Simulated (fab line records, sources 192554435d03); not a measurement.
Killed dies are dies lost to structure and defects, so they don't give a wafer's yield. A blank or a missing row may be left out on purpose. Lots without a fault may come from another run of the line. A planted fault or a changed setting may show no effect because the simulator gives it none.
Split-lot experiment | flow n5_finfet | 7 lots, 39 wafers read, on a route of 1938 steps

THE SPLIT
At N5_BEOL_M13_ETCH_68 (etches SOC in N2/H2, time 355 s), the setting time_s was moved away from the recipe's 355 s on 9 of the 39 wafers read, by -27.3% to +22.9%. The other wafers ran this setting at the recipe's value.

The reading is taken at the split's own step.

THE READING
SiARC_of_BEOL_M13_COAT_66.thk_nm (the simulator's own value, which no gauge read), in nm, at N5_BEOL_M13_ETCH_68 (etches SOC in N2/H2, time 355 s). The file gives no usual value for it. The 30 wafers here that ran the recipe average 77.3 nm, standard deviation 0.5 nm.

wafer  | tool, chamber at the split | time_s as run, s | against the recipe | SiARC_of_BEOL_M13_COAT_66.thk_nm, nm | against lot-mates on the recipe
L074.1 | rie_diel-05, 3             | 417.5            | +17.6%             | 72                                   | -5.1
L074.2 | rie_diel-05, 2             | 355              | recipe             | 76.8                                 | -
L074.5 | rie_diel-05, 2             | 355              | recipe             | 76.8                                 | -
L074.3 | rie_diel-05, 0             | 417.5            | +17.6%             | 70                                   | -7.1
L074.4 | rie_diel-05, 0             | 417.5            | +17.6%             | 71                                   | -6.1
L074.6 | rie_diel-05, 3             | 355              | recipe             | 77.8                                 | -
L076.1 | rie_diel-06, 2,0           | 355              | recipe             | 78                                   | -
L076.5 | rie_diel-06, 2,0           | 355              | recipe             | 78                                   | -
L076.2 | rie_diel-06, 1             | 355              | recipe             | 77                                   | -
L076.3 | rie_diel-06, 3             | 355              | recipe             | 78.6                                 | -
L076.4 | rie_diel-06, 0             | 355              | recipe             | 77.2                                 | -
L076.6 | rie_diel-06, 1             | 355              | recipe             | 77.6                                 | -
L082.1 | rie_diel-05, 3,1           | 355              | recipe             | 76.4                                 | -
L082.5 | rie_diel-05, 3,1           | 355              | recipe             | 76.4                                 | -
L082.2 | rie_diel-05, 2             | 258.2            | -27.3%             | 85.8                                 | +9.3
L082.3 | rie_diel-05, 1             | 258.2            | -27.3%             | 86                                   | +9.5
L082.4 | rie_diel-05, 0             | 355              | recipe             | 76.6                                 | -
L082.6 | rie_diel-05, 0             | 258.2            | -27.3%             | 85.6                                 | +9.1
L087.1 | rie_diel-06, 0             | 355              | recipe             | 77.4                                 | -
L087.3 | rie_diel-06, 0             | 355              | recipe             | 77.4                                 | -
L087.2 | rie_diel-06, 2             | 436.2            | +22.9%             | 70.4                                 | -7.1
L087.4 | rie_diel-06, 2             | 436.2            | +22.9%             | 70                                   | -7.5
L087.5 | rie_diel-06, 0             | 355              | recipe             | 77.8                                 | -
L087.6 | rie_diel-06, 2             | 436.2            | +22.9%             | 69.8                                 | -7.7
L091.1 | rie_diel-06, 2             | 355              | recipe             | 77.4                                 | -
L091.2 | rie_diel-06, 1             | 355              | recipe             | 77.6                                 | -
L091.6 | rie_diel-06, 1             | 355              | recipe             | 77.6                                 | -
L091.3 | rie_diel-06, 3,0           | 355              | recipe             | 76.8                                 | -
L091.4 | rie_diel-06, 3,0           | 355              | recipe             | 76.8                                 | -
L091.5 | rie_diel-06, 2             | 355              | recipe             | 77.2                                 | -
L096.1 | rie_diel-06, 1,0,0         | 355              | recipe             | 77.4                                 | -
L096.2 | rie_diel-06, 1,0,0         | 355              | recipe             | 77.4                                 | -
L096.5 | rie_diel-06, 1,0,0         | 355              | recipe             | 77.4                                 | -
L096.3 | rie_diel-06, 2             | 355              | recipe             | 77.8                                 | -
L096.4 | rie_diel-06, 3             | 355              | recipe             | 76.8                                 | -
L096.6 | rie_diel-06, 1             | 355              | recipe             | 77.6                                 | -
L097.2 | rie_diel-06, 2             | 355              | recipe             | 77.4                                 | -
L097.4 | rie_diel-06, 3             | 355              | recipe             | 76.8                                 | -
L097.5 | rie_diel-06, 2             | 355              | recipe             | 77.2                                 | -
Where a row lists several chambers, the file gives one row for several wafers and doesn't say which wafer went through which chamber.

THE FIT
A straight line over all 39 wafers: SiARC_of_BEOL_M13_COAT_66.thk_nm changes by -0.322 nm for each +1% of time_s; r = -0.99; the points scatter about the line by 0.55 nm.
The same after taking each lot's own level away (the mean of its wafers on the recipe; 39 wafers): -0.338 nm for each +1%; r = -0.99; scatter 0.42 nm.
On that fit, the largest move of time_s shifts the reading by 9.2 nm.
The lots' own levels span 76.47 to 77.73 nm, that is 2.5 times the standard deviation above.
So the lot-to-lot level changes the slope little: the two slopes agree.
Check: with one of the wafers moved furthest among these (-27.3%) left out of the fit, the line predicts +9.22 nm for it against its lot-mates. It came out at +9.33 nm against them.

OTHER SPLITS ON THESE WAFERS
These wafers also went through other splits before the reading. Each is held against what the fit with the lots' levels taken away leaves over:
other split on the same wafers          | wafers away from the commonest value | r with SiARC_of_BEOL_M13_COAT_66.thk_nm (lot level and that fit taken away)
N5_ZERO_LAYER_DEVELOP_10 develop_time_s | 18                                   | +0.21
N5_FIN_SAQP_PECVD_47 time_s             | 12                                   | -0.27
N5_HKMG_FIN_ALD_75 target_thk_a         | 12                                   | -0.01
N5_MOL_CONTACT_COAG_ALD_27 ald_cycles   | 12                                   | -0.08
N5_BEOL_M6_VIA_ETCH_34 time_s           | 15                                   | +0.26
N5_BEOL_M8_DESCUM_16 time_s             | 9                                    | +0.19
N5_BEOL_M8_DEP_56 target_thk_a          | 12                                   | +0.00

THE FILE'S OWN FIT
SiARC_of_BEOL_M13_COAT_66.thk_nm changes by -0.338 nm for each +1% of time_s, r = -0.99.
